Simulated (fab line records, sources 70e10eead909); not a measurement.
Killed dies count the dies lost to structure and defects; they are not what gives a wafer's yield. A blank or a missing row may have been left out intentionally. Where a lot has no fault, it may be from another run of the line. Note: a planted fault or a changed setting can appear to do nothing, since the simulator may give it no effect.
fab line records    flow nand-harc
record lots=11  wafers=33  last-day=33
route steps=1302 shown A_CHANNEL_HOLE_D1@479 A_CHANNEL_FILL_D1@513 A_DECK1_JOINT@518 END@1302
lots that met no fault: from a run of the same line without faults
start-h: start of the lot's first displayed wafer, in hours after the record's first day    wait-h: how many hours have passed since the lot's step before this one    " repeats the value in the row above    L1.1+2: several wafers, shown together as one row    - no value present, or no start provided    * or withheld: withheld    < > ~ a bound
route shown NAME@n: a module of which the file shows steps, and the number in the route of the first    usual: mean/standard deviation of fault-free wafers    same: alike in all rows    chamber/n: place in a boat    sites: per-site readings    _std_site: how widely they spread, as a standard deviation    _edge_site: inner sites' mean taken away from outer sites' mean    radius-mm: for every site, how far away it sits from the centre of the wafer    mask NAME#n: copy n    behind: tool/chamber where the wafer was last shaped    hold: why the lot went on hold/how many hours it stayed there/how the hold came to an end    device: the transistor (n, p or np) that didn't switch    end of line: the same wafers' tests at the end of the route    where a step has no rows: the recipe by itself    killed: the dies lost at the first sort to structure and to defects; this is not the yield of the wafer    map: shows each die of a wafer: x if killed, . if not, _ if none is there
set.NAME: the setting the step ran with; set.NAME@STEP: the setting that earlier step ran with    model.NAME: the simulator's own value behind a step, which no gauge read
the route's steps for a sample of lots (tables are steps, rows are wafers)
services: from which hour (start-h, from the record's first day; less than 0 if before it) a tool's chamber was out of use, for how many hours, and why
## steps
# step NHARC_A_CHANNEL_HOLE_D1_ETCH_33
# recipe bias-v=400  source-w=2000  pressure-mtorr=25  time-s=90  ar-flow-sccm=375  c4f8-flow-sccm=41.7  o2-flow-sccm=83.3  temp-c=-20  target-depth-a=4000  chemistry=C4F8/O2/Ar
# usual chamber-pressure-mTorr=25.002/0.026  drypump-motor-current-A=5.5/0.56  showerhead-plenum-p-Torr=3.63/0.1  temp-c=-20.00/0.1  throttle-valve-pct=27.620/0.0081
lot.wafer  tool         chamber  start-h  wait-h  chamber-pressure-mTorr  drypump-motor-current-A  rf-hours-counter-h  showerhead-plenum-p-Torr  temp-c  throttle-valve-pct
L292.2     har-etch-01  1        186.58   0.2     25.002                  5.0                      88                  3.63                      -19.90  27.624
L292.3     "            0        "        "       25.022                  5.2                      -                   3.57                      -20.00  27.619
L292.6     "            0        "        "       24.983                  5.2                      -                   3.57                      -19.97  27.619
L295.2     har-etch-02  0        217.15   0.2     25.008                  6.0                      316                 3.67                      -19.91  27.615
L295.4     "            1        "        "       24.966                  6.4                      -                   3.80                      -19.98  27.624
L295.5     "            1        "        "       25.025                  6.4                      -                   3.80                      -19.94  27.616
L297.1     har-etch-01  1        234.98   0.2     24.975                  5.0                      115                 3.61                      -20.02  27.632
L297.4     "            0        "        "       24.996                  5.2                      -                   3.55                      -20.13  27.611
L297.5     "            1        "        "       24.995                  5.0                      -                   3.61                      -20.05  27.618
L301.3     har-etch-01  1        279.03   0.2     25.026                  5.0                      -                   3.60                      -19.99  27.614
L301.5     "            1        "        "       24.987                  5.0                      -                   3.60                      -19.86  27.622
L301.6     "            0        "        "       24.991                  5.2                      -                   3.54                      -20.20  27.621
L304.3     har-etch-01  0        307.89   0.2     25.019                  5.2                      -                   3.53                      -19.87  27.611
L304.6     "            1        "        "       24.961                  5.0                      -                   3.59                      -20.04  27.627
L304.5     "            0        "        "       25.023                  5.2                      -                   3.53                      -19.99  27.614
L306.2     har-etch-02  0        330.25   0.2     25.017                  6.0                      381                 3.64                      -19.79  27.625
L306.3     "            1        "        "       25.002                  6.4                      -                   3.77                      -20.02  27.628
L306.6     "            0        "        "       24.994                  5.9                      -                   3.64                      -19.81  27.630
L308.2     har-etch-02  0        339.17   0.2     24.976                  6.0                      388                 3.64                      -20.13  27.631
L308.1     "            1        "        "       24.987                  6.4                      373                 3.76                      -20.03  27.630
L308.5     "            1        "        "       25.023                  6.4                      -                   3.76                      -20.02  27.612
L309.2     har-etch-01  0        347.99   0.2     25.008                  5.2                      184                 3.52                      -20.11  27.613
L309.4     "            1        "        "       25.023                  5.0                      -                   3.58                      -20.03  27.634
L309.5     "            1        "        "       25.000                  5.0                      -                   3.58                      -20.04  27.619
L311.1     har-etch-01  1        380.54   0.2     24.976                  5.0                      203                 3.56                      -20.02  27.622
L311.2     "            0        "        "       25.009                  5.2                      203                 3.50                      -20.03  27.614
L311.4     "            0        "        "       24.998                  5.2                      -                   3.50                      -20.21  27.614
L313.1     har-etch-01  1        400.63   0.2     24.986                  5.0                      222                 3.55                      -20.10  27.611
L313.4     "            0        "        "       25.016                  5.2                      -                   3.49                      -19.94  27.605
L313.3     "            1        "        "       24.994                  5.0                      -                   3.55                      -19.92  27.618
L315.1     har-etch-02  0        415.59   0.2     25.049                  5.9                      11                  3.97                      -20.17  27.605
L315.4     "            0        "        "       25.013                  6.0                      -                   3.97                      -20.10  27.633
L315.3     "            1        "        "       24.999                  6.4                      -                   3.75                      -19.96  27.621
# step NHARC_A_CHANNEL_FILL_D1_CMP_10
# recipe target-thk-nm=150
# usual motor-current-A=12.4/1.1  time-to-endpoint-s=15.0/2.3
lot.wafer  tool    chamber  start-h  wait-h  motor-current-A  time-to-endpoint-s
L292.3     cmp-01  3        236.56   0.4     12.5             11.6
L292.2     "       0        "        "       12.2             9.8
L292.6     "       0        "        "       12.2             10.3
L295.4     cmp-02  1        271.43   0.4     13.0             15.5
L295.2     "       0        "        "       12.1             15.0
L295.5     "       2        "        "       11.9             17.6
L297.1     cmp-02  3        284.63   0.4     12.9             15.4
L297.4     "       1        "        "       12.0             16.3
L297.5     "       0        "        "       12.4             16.1
L301.3     cmp-04  3        332.02   0.4     12.3             16.1
L301.6     "       3        "        "       12.3             13.5
L301.5     "       0        "        "       12.9             14.7
L304.3     cmp-04  1        357.27   0.4     12.9             12.2
L304.5     "       0        "        "       12.8             14.2
L304.6     "       1        "        "       12.6             13.1
L306.3     cmp-02  3        381.20   0.4     12.7             15.6
L306.2     "       2        "        "       11.8             15.2
L306.6     "       0        "        "       12.1             13.4
L308.2     cmp-04  3        387.44   0.4     11.6             17.0
L308.1     "       2        "        "       12.2             16.3
L308.5     "       3        "        "       11.9             15.7
L309.4     cmp-01  1        401.35   0.4     9.9              12.6
L309.2     "       2        "        "       14.6             11.4
L309.5     "       1        "        "       10.6             15.4
L311.4     cmp-04  0        433.18   0.4     13.4             12.6
L311.1     "       1        "        "       13.0             12.9
L311.2     "       3        "        "       12.3             14.2
L313.1     cmp-04  2        451.82   0.4     12.4             12.3
L313.3     "       3        "        "       12.1             14.3
L313.4     "       0        "        "       12.8             14.0
L315.1     cmp-02  1        464.34   0.4     12.1             17.6
L315.4     "       2        "        "       11.7             18.3
L315.3     "       0        "        "       12.2             15.5
# step NHARC_A_DECK1_JOINT_ETCHBACK_07
# recipe target-depth-a=1050  time-s=26.9  hbr-flow-sccm=150  rf-w=350  icp-w=350  bias-w=60  chemistry=HBr
# usual chamber-pressure-mTorr=15.002/0.012  drypump-motor-current-A=5.8/0.33  oes-product-au=0.999/0.0076  run-length-s=48.4/0.34  throttle-valve-pct=23.265/0.0085
lot.wafer  tool       chamber  start-h  wait-h  chamber-pressure-mTorr  drypump-motor-current-A  oes-product-au  rf-hours-counter-h  run-length-s  throttle-valve-pct
L292.3     rie-si-05  2        237.03   0.1     15.006                  6.2                      1.000           0.7                 48.1          23.267
L292.2     "          3        "        "       15.022                  5.6                      0.996           0.6                 48.4          23.262
L292.6     "          2        "        "       15.023                  6.3                      0.998           -                   48.3          23.260
L295.2     rie-si-05  2        271.92   0.1     15.003                  6.2                      1.002           0.8                 48.1          23.258
L295.4     "          0        "        "       14.986                  6.3                      1.002           0.7                 48.2          23.272
L295.5     "          2        "        "       15.007                  6.2                      0.999           -                   48.0          23.256
L297.4     rie-si-05  0        285.13   0.1     15.002                  6.3                      1.004           0.8                 48.3          23.254
L297.1     "          1        "        "       15.011                  5.7                      1.006           0.9                 47.8          23.258
L297.5     "          2        "        "       14.990                  6.2                      1.010           -                   48.4          23.251
L301.3     rie-si-01  3        332.50   0.1     15.006                  6.2                      0.996           0.8                 48.2          23.258
L301.6     "          2        "        "       14.986                  5.4                      1.000           -                   48.3          23.282
L301.5     "          3        "        "       14.994                  6.2                      0.989           -                   48.3          23.274
L304.3     rie-si-01  1        357.75   0.1     14.989                  5.6                      0.989           1.2                 48.1          23.276
L304.6     "          3        "        "       14.977                  6.2                      1.000           -                   48.0          23.272
L304.5     "          0        "        "       15.003                  5.6                      0.993           -                   48.4          23.276
L306.3     rie-si-05  0        381.69   0.1     15.001                  6.3                      1.001           0.3                 48.2          23.254
L306.2     "          2        "        "       14.998                  6.2                      0.996           0.5                 48.1          23.277
L306.6     "          0        "        "       14.999                  6.3                      1.001           -                   48.1          23.254
L308.2     rie-si-03  2        387.94   0.1     15.004                  5.6                      1.000           1.1                 48.0          23.259
L308.1     "          0        "        "       14.973                  6.1                      1.010           0.8                 48.1          23.266
L308.5     "          2        "        "       15.002                  5.7                      0.994           -                   48.1          23.266
L309.2     rie-si-05  0        401.82   0.1     15.003                  6.3                      0.996           0.5                 48.1          23.276
L309.4     "          2        "        "       15.023                  6.2                      1.001           0.7                 48.3          23.269
L309.5     "          0        "        "       15.036                  6.3                      1.005           -                   48.0          23.262
L311.2     rie-si-03  0        433.68   0.1     15.020                  6.1                      1.004           0.1                 48.9          23.271
L311.1     "          2        "        "       14.987                  5.6                      0.992           0.1                 48.2          23.255
L311.4     "          3        "        "       15.007                  5.9                      1.000           0.1                 49.0          23.266
L313.1     rie-si-05  3        452.32   0.1     15.016                  5.6                      1.005           0.9                 48.6          23.265
L313.3     "          1        "        "       14.988                  5.7                      1.003           0.9                 48.7          23.263
L313.4     "          2        "        "       15.020                  6.2                      0.998           0.9                 48.2          23.260
L315.1     rie-si-03  1        464.85   0.1     14.998                  5.3                      0.997           0.2                 48.6          23.248
L315.3     "          2        "        "       14.983                  5.6                      0.995           0.3                 48.0          23.255
L315.4     "          3        "        "       14.984                  5.9                      0.995           0.4                 49.0          23.266
# step NHARC_A_DECK1_JOINT_ETCHBACK_00
# recipe target-depth-a=300  time-s=17.4  hbr-flow-sccm=150  rf-w=350  icp-w=350  bias-w=60  chemistry=HBr
# usual chamber-pressure-mTorr=14.997/0.013  drypump-motor-current-A=5.8/0.32  oes-product-au=0.998/0.007  run-length-s=38.8/0.36  throttle-valve-pct=23.265/0.0091
lot.wafer  tool       chamber  start-h  wait-h  chamber-pressure-mTorr  drypump-motor-current-A  oes-product-au  rf-hours-counter-h  run-length-s  throttle-valve-pct
L292.3     rie-si-01  1        247.66   0.1     14.994                  5.7                      0.994           0.31                38.4          23.263
L292.2     "          2        "        "       15.014                  5.4                      0.998           0.33                39.2          23.271
L292.6     "          1        "        "       15.001                  5.6                      0.991           -                   38.4          23.272
L295.2     rie-si-05  3        282.60   0.1     14.998                  5.6                      1.005           0.81                39.1          23.271
L295.4     "          1        "        "       15.005                  5.7                      1.001           0.84                38.3          23.271
L295.5     "          3        "        "       15.001                  5.6                      0.990           -                   39.7          23.264
L297.4     rie-si-01  1        295.92   0.1     15.008                  5.6                      0.992           0.73                38.7          23.261
L297.1     "          2        "        "       14.995                  5.4                      0.991           0.65                39.0          23.251
L297.5     "          0        "        "       14.994                  5.6                      0.992           -                   38.5          23.257
L301.3     rie-si-05  2        343.08   0.1     14.999                  6.2                      0.992           0.18                39.4          23.270
L301.6     "          3        "        "       15.001                  5.6                      0.997           -                   38.8          23.275
L301.5     "          0        "        "       15.001                  6.3                      1.004           -                   38.4          23.253
L304.3     rie-si-01  0        368.33   0.1     14.982                  5.6                      0.993           1.28                38.7          23.280
L304.6     "          0        "        "       14.987                  5.6                      1.001           -                   38.9          23.267
L304.5     "          1        "        "       14.967                  5.6                      0.995           -                   38.5          23.263
L306.2     rie-si-05  3        392.35   0.1     15.003                  5.6                      0.993           0.57                35.1          23.281
L306.3     "          1        "        "       14.998                  5.7                      0.991           0.55                34.8          23.283
L306.6     "          3        "        "       14.994                  5.6                      0.992           -                   35.1          23.268
L308.1     rie-si-05  1        398.63   0.1     15.022                  5.7                      1.001           0.57                38.4          23.260
L308.2     "          2        "        "       14.986                  6.2                      0.995           0.67                34.8          23.265
L308.5     "          1        "        "       15.009                  5.7                      0.996           -                   38.2          23.257
L309.4     rie-si-01  3        415.09   0.1     14.982                  6.2                      1.008           0.29                38.5          23.265
L309.2     "          1        "        "       14.998                  5.7                      0.995           0.26                38.5          23.271
L309.5     "          3        "        "       14.994                  6.2                      1.011           -                   38.4          23.241
L311.4     rie-si-01  0        444.18   0.1     14.995                  5.6                      0.998           0.48                38.8          23.265
L311.1     "          1        "        "       15.004                  5.7                      0.990           0.47                38.9          23.259
L311.2     "          3        "        "       14.986                  6.3                      1.000           0.54                38.9          23.261
L313.1     rie-si-05  3        464.27   0.1     15.014                  5.6                      1.010           0.90                39.2          23.279
L313.3     "          0        "        "       15.018                  6.3                      0.997           0.81                38.6          23.242
L313.4     "          1        "        "       15.003                  5.7                      1.013           0.90                38.7          23.269
L315.4     rie-si-03  2        475.70   0.1     15.008                  5.6                      0.999           0.40                38.7          23.266
L315.3     "          3        "        "       14.985                  5.9                      0.991           0.49                39.9          23.277
L315.1     "          0        "        "       14.990                  6.1                      1.003           0.42                38.8          23.267
# step NHARC_END_SORT_01
# recipe temp-c=25
# usual killed-at-array=55/17  killed-at-other=1.1/1.4  killed-at-periphery=3.9/3  killed-dies=59/17  killed-open=3.5/2  killed-short=2.6/1.6
# same gross-dies=677
lot.wafer  tool       chamber  start-h  wait-h  killed-at-array  killed-at-other  killed-at-periphery  killed-dies  killed-open  killed-short
L297.1     prober-02  0        611.18   2.5     45               1                8                    54           3            0
L297.4     prober-02  0        613.61   3.4     51               2                6                    59           4            2
L297.5     prober-02  0        614.42   3.7     54               2                5                    61           4            1
# killed by level:class
L297.1 A_SLIT:chamber-film-flake=23 A_CHANNEL_HOLE_D2:chamber-film-flake=11 P_GATE:chamber-film-flake=5 A_CHANNEL_HOLE_D1:chamber-film-flake=5 P_CONTACT:geometric-particle:open=2 A_DECK1_JOINT:chamber-film-flake=2 A_CONTACT:chamber-film-flake=2 A_M0:geometric-particle:open=1
L297.4 A_SLIT:chamber-film-flake=35 A_CHANNEL_HOLE_D2:chamber-film-flake=8 P_GATE:chamber-film-flake=2 A_CHANNEL_HOLE_D1:chamber-film-flake=2 THIN_TSV:chamber-film-flake=2 P_CONTACT:geometric-particle:short=1 P_CONTACT:geometric-particle:open=1 A_ONON_D1:geometric-particle:open=1
L297.5 A_SLIT:chamber-film-flake=31 A_CHANNEL_HOLE_D2:chamber-film-flake=14 P_GATE:chamber-film-flake=3 A_CONTACT:chamber-film-flake=3 A_CHANNEL_HOLE_D1:chamber-film-flake=2 P_CONTACT:geometric-particle:open=1 P_M0:geometric-particle:open=1 A_CHANNEL_HOLE_D1:geometric-particle:short=1
## services
tool         chamber  start-h  hours  kind
har-etch-01  -        189.86   0.1    repair
rie-si-01    -        193.00   9.0    pm
cmp-02       -        206.06   2.1    repair
cmp-04       -        209.15   4.0    pm
rie-si-03    -        221.00   9.0    pm
cmp-02       -        232.55   4.0    pm
rie-si-05    2        242.06   1.5    repair
rie-si-01    3        245.10   12.7   repair
rie-si-01    2        255.20   9.9    repair
cmp-04       -        296.84   0.6    repair
rie-si-05    -        305.00   9.0    pm
cmp-04       -        307.15   4.0    pm
cmp-04       -        327.16   2.1    repair
rie-si-01    3        329.30   2.7    repair
rie-si-05    0        335.07   5.7    repair
rie-si-01    3        336.80   17.6   repair
rie-si-01    -        370.00   9.0    pm
rie-si-05    1        404.33   8.6    repair
cmp-04       -        405.15   4.0    pm
rie-si-01    1        426.71   4.5    repair
cmp-04       -        426.74   0.7    repair
cmp-04       -        436.28   2.9    repair
cmp-04       -        452.92   2.4    repair
rie-si-05    -        465.56   23.0   repair
## key
first-sign step=NHARC_A_DECK1_JOINT_ETCHBACK_00  reading=run-length-s  direction=down  sigmas=11  usual=*  struck=*
effect none on later readings
met-at NHARC_A_DECK1_JOINT_ETCHBACK_00
struck-lots L306,L308
struck-wafers L306.2,L306.3,L306.6,L308.2
tester-left-out L306,L308
not-acting-at NHARC_A_CHANNEL_HOLE_D1_ETCH_33,NHARC_A_CHANNEL_FILL_D1_CMP_10,NHARC_A_DECK1_JOINT_ETCHBACK_07
onset-between 343.08 392.35
fault kind=process-parameter-drift  tool=rie-si-05  chamber=-  onset-h=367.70  steps=NHARC_A_DECK1_JOINT_ETCHBACK_00  channel=time-s  offset=*  shape=step  end-h=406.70  scope=struck-wafers-only  acts-in=*  stated=*
# tester-left-out: of these lots the tester's yield and bins aren't shown, on N5 and GAA mostly nor the transistor test; their killed dies are dies lost to structure and defects alone, not to doping, threshold or leakage, so they don't give the yield
